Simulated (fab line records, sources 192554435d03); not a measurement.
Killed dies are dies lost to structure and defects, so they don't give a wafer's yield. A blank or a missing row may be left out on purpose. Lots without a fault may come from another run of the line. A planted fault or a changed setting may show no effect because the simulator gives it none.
Chamber matching | flow n5_finfet | N5_FIN_SAQP_STRIP_77 on rie_diel-05: 4 sister chambers
The step strips in N2/H2, time 90 s. 4 wafers are shown with their chamber, then 7 later ones without.

WAFERS WITH THEIR CHAMBER
wafer  | chamber | drypump_motor_current_A (A)
L084.4 | 1       | 5.0
L084.6 | 2       | 6.0
L085.1 | 0       | 6.3
L085.4 | 3       | 5.6

WAFERS WITHOUT THEIR CHAMBER
wafer  | drypump_motor_current_A (A)
L085.6 | 5.6
L091.2 | 4.9
L091.3 | 6.0
L091.4 | 6.3
L095.1 | 6.3
L095.2 | 4.9
L095.4 | 5.6

WHICH CHAMBER EACH WENT THROUGH
wafer  | from the rows above | in truth
L085.6 | 3                   | 3
L091.2 | 1                   | 1
L091.3 | 2                   | 2
L091.4 | 0                   | 0
L095.1 | 0                   | 0
L095.2 | 1                   | 1
L095.4 | 3                   | 3
Placed correctly: 7 of 7. Can't be placed from these rows: 0. Placed wrongly: 0.
How it was worked out, from the rows above alone: a wafer's distance from a chamber is the root of the sum, over the readings, of the square of ((its reading less the chamber's mean) divided by the reading's scatter). The wafer belongs to the nearest chamber; if the next one is less than 2 further off, it can't be placed. A chamber's mean is the mean of its shown wafers. The scatter: with one shown wafer a chamber, the root of the mean of the squares of how far each hidden wafer lies from its nearest shown one.
